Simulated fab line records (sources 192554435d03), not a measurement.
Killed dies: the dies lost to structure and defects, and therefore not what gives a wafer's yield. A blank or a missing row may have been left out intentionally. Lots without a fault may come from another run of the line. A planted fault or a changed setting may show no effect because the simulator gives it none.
Struck lot and sound lot, side by side / flow n5-finfet / 36 steps out of a route of 1938
Sound: wafers L902.1, L902.4, L902.6. Struck: wafer L910.6; the same lot's L910.1 was not struck, so it is left out; see the end for the cause.
Each step with rows lists, per side, the tool, then ch with its chambers, then its first start. Under that, the readings that differ: sound wafers / struck wafers / difference of the means / sigmas: that difference in standard deviations of wafers without a fault.
alike: readings whose means differ by less than 2 such deviations, and words and numbers that are the same on both sides. not compared: withheld readings, readings that some wafer has no value for, bounds like >300 that may hide the same value, and numbers for which the record gives no deviation and whose values overlap.
Wherever a step has rows on one side only, a row that says differs or no value, or a row with sigmas, the two part there. Numbers that have no deviation but don't overlap get no sigmas and don't part them. A reading that every wafer of one side lacks parts them only if that side has two wafers or more.

first, 9 steps without rows for these wafers: N5_BEOL_M12_PRE_CLEAN_42 (time 30 s); N5_BEOL_M12_SPUTTER_43 (material TaN, target thk 15 nm, time 24.19 s); N5_BEOL_M12_SPUTTER_44 (material Ta, target thk 10 nm, time 16.13 s); N5_BEOL_M12_SPUTTER_45 (material Cu, target thk 80 nm, time 13.33 s); N5_BEOL_M12_ECD_47 (material Cu, target thk 720 nm); N5_BEOL_M12_ANNEAL_48 (time 90 s); N5_BEOL_M12_CMP_49 (polishes, stops on SiOC, t overpolish 20.6 s, target thk 320 nm); N5_BEOL_M12_PRE_CLEAN_52 (time 15 s); N5_BEOL_M12_DEP_53 (deposits SiCN from 3MS/NH3, target thk 30 nm, time 10.5 s).
N5_BEOL_M13_ILD_DEP_00: deposits SiOC from DEMS/O2, target thk 837.92 nm, time 166.4 s.
  sound on pecvd-02 ch 0,1,2, day 12 10:50; struck on pecvd-02 ch 1, day 14 12:44
reading=run-length-s (s); sound=211.2 211.0 211.8; struck=147.3; difference=-64.0; sigmas=-99 or more
reading=model.SiOC_of_BEOL_M13_ILD_DEP_00.thk-nm (nm); sound=818.4 832.8 835.2; struck=504.4; difference=-324.4; sigmas=
  alike: heater-power-w, showerhead-plenum-p-Torr, throttle-valve-pct
N5_BEOL_M13_THK_MEAS_01:
  sound on film-metro-02 at day 12 11:00; struck on film-metro-02 at day 14 12:53
reading=M13_ILD_THK (nm); sound=819 833 835; struck=504; difference=-325; sigmas=-35
then, 10 steps without rows for these wafers: N5_BEOL_M13_COAT_58 (time 60 s, resist thk 89 nm); N5_BEOL_M13_COAT_04 (resist thk 400 nm); N5_BEOL_M13_EBR_06; N5_BEOL_M13_SOFTBAKE_05 (time 60 s); N5_BEOL_M13_EXPOSE_07 (exposes mask V12); N5_BEOL_M13_PEB_08 (peb time 90 s); N5_BEOL_M13_DEVELOP_09 (develop time 45 s); N5_BEOL_M13_HARDBAKE_14 (time 120 s); N5_BEOL_M13_DESCUM_15 (chemistry O2, time 7.9 s); N5_BEOL_M13_ETCH_59 (etches BARC in N2/H2, target depth 89 nm, overetch 26.7 nm, time 67.9 s).
N5_BEOL_M13_VIA_ETCH_16: etches SiOC in C4F8/O2/Ar, target depth 921.7 nm.
  sound on rie-diel-02 ch 1,2,3, day 12 11:43; struck on rie-diel-02 ch 1, day 14 13:22
reading=model.etch.depth-nm (nm); sound=818.4 832.9 835.3; struck=504.4; difference=-324.5; sigmas=
reading=model.coat_of_BEOL_M13_COAT_04.thk-nm (nm); sound=77.8 71.2 71.8; struck=170.6; difference=+97.0; sigmas=
  alike: bias-w, chamber-pressure-mTorr, drypump-motor-current-A, oes-product-au, rf-vpp-V, showerhead-plenum-p-Torr, throttle-valve-pct
N5_BEOL_M13_STRIP_63: strips in N2/H2.
  sound on plasma-asher-02 ch 0, day 12 11:57; struck on plasma-asher-01 ch 1, day 14 13:36
reading=heater-power-w (W); sound=402 409 412; struck=299; difference=-109; sigmas=-3
reading=oes-product-au (a.u.); sound=0.677 0.675 0.666; struck=0.709; difference=+0.036; sigmas=+8
reading=strip-time-to-endpoint-s (s); sound=30.0 28.0 28.2; struck=55.0; difference=+26.3; sigmas=+28
  alike: chamber-pressure-mTorr, drypump-motor-current-A, h2-flow-sccm
  not compared: rf-hours-counter-h
then, 12 steps without rows for these wafers: N5_BEOL_M13_STRIP_64 (strips in N2/H2); N5_BEOL_M13_STRIP_71 (strips in post etch residue remover, time 60 s); N5_BEOL_M13_SRD_72 (time 30 s, dry time 30 s); N5_BEOL_M13_COAT_65 (time 60 s, resist thk 350 nm); N5_BEOL_M13_COAT_66 (time 60 s, resist thk 110 nm); N5_BEOL_M13_COAT_22 (resist thk 300 nm); N5_BEOL_M13_EBR_24; N5_BEOL_M13_SOFTBAKE_23 (time 60 s); N5_BEOL_M13_EXPOSE_25 (exposes mask M13, target cd 210 nm); N5_BEOL_M13_PEB_26 (peb time 90 s); N5_BEOL_M13_DEVELOP_27 (develop time 45 s); N5_BEOL_M13_HARDBAKE_32 (time 120 s).
N5_BEOL_M13_CMP_49: polishes, stops on SiOC, t overpolish 17.1 s, target thk 420 nm.
  sound on cmp-04 ch 0,2, day 12 18:54; struck on cmp-02 ch 3, day 14 16:53
reading=motor-current-A (A); sound=5.6 5.7 5.8; struck=7.8; difference=+2.1; sigmas=+3
reading=model.SiOC_of_BEOL_M13_ILD_DEP_00.thk-nm (nm); sound=759.6 775.8 776.8; struck=445.2; difference=-325.5; sigmas=

WHERE THEY PART
Last at N5_BEOL_M13_CMP_49 as far as this record goes, first at N5_BEOL_M13_ILD_DEP_00.

WHY: whatever the simulator had introduced
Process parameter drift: pecvd-02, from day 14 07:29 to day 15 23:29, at N5_BEOL_M13_ILD_DEP_00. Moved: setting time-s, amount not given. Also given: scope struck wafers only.
